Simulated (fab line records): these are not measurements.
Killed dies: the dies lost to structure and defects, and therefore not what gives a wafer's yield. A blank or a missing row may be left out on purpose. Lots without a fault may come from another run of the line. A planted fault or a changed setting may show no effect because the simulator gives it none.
Matching of chambers / flow n5 finfet / N5_HKMG_FIN_DESCUM_17 on rie diel-04: 4 sister chambers
The step chemistry O2, time 7.9 s. 4 wafers are shown with their chamber, then 9 later ones without.

## WAFERS WITH THEIR CHAMBER
wafer=L087.5; chamber=3; drypump motor current A (A)=5.2
wafer=L089.2; chamber=2; drypump motor current A (A)=5.4
wafer=L089.3; chamber=0; drypump motor current A (A)=5.9
wafer=L089.6; chamber=1; drypump motor current A (A)=6.6

## WAFERS WITH NO CHAMBER GIVEN
wafer=L092.1; drypump motor current A (A)=5.4
wafer=L092.2; drypump motor current A (A)=6.5
wafer=L092.4; drypump motor current A (A)=5.9
wafer=L093.1; drypump motor current A (A)=5.4
wafer=L093.3; drypump motor current A (A)=6.6
wafer=L093.4; drypump motor current A (A)=5.9
wafer=L095.2; drypump motor current A (A)=6.6
wafer=L095.3; drypump motor current A (A)=5.9
wafer=L095.5; drypump motor current A (A)=5.4

## THE CHAMBER EACH PASSED THROUGH
wafer=L092.1; from the rows above=2; in truth=2
wafer=L092.2; from the rows above=1; in truth=1
wafer=L092.4; from the rows above=0; in truth=0
wafer=L093.1; from the rows above=2; in truth=2
wafer=L093.3; from the rows above=1; in truth=1
wafer=L093.4; from the rows above=0; in truth=0
wafer=L095.2; from the rows above=1; in truth=1
wafer=L095.3; from the rows above=0; in truth=0
wafer=L095.5; from the rows above=2; in truth=2
Placed correctly: 9 of 9. Left unplaced by these rows: 0. Number placed wrongly: 0.
How it was worked out, from the rows above alone: a wafer's distance from a chamber is the root of the sum, over the readings, of the square of ((its reading less the chamber's mean) divided by the reading's scatter). If the next closest chamber is less than 2 further off than the closest, the wafer can't be placed; otherwise it belongs to the closest. A chamber's mean is the mean of its shown wafers. The scatter (one wafer shown for each chamber): square how far every hidden wafer sits from the nearest shown wafer, average those squares and take the square root.
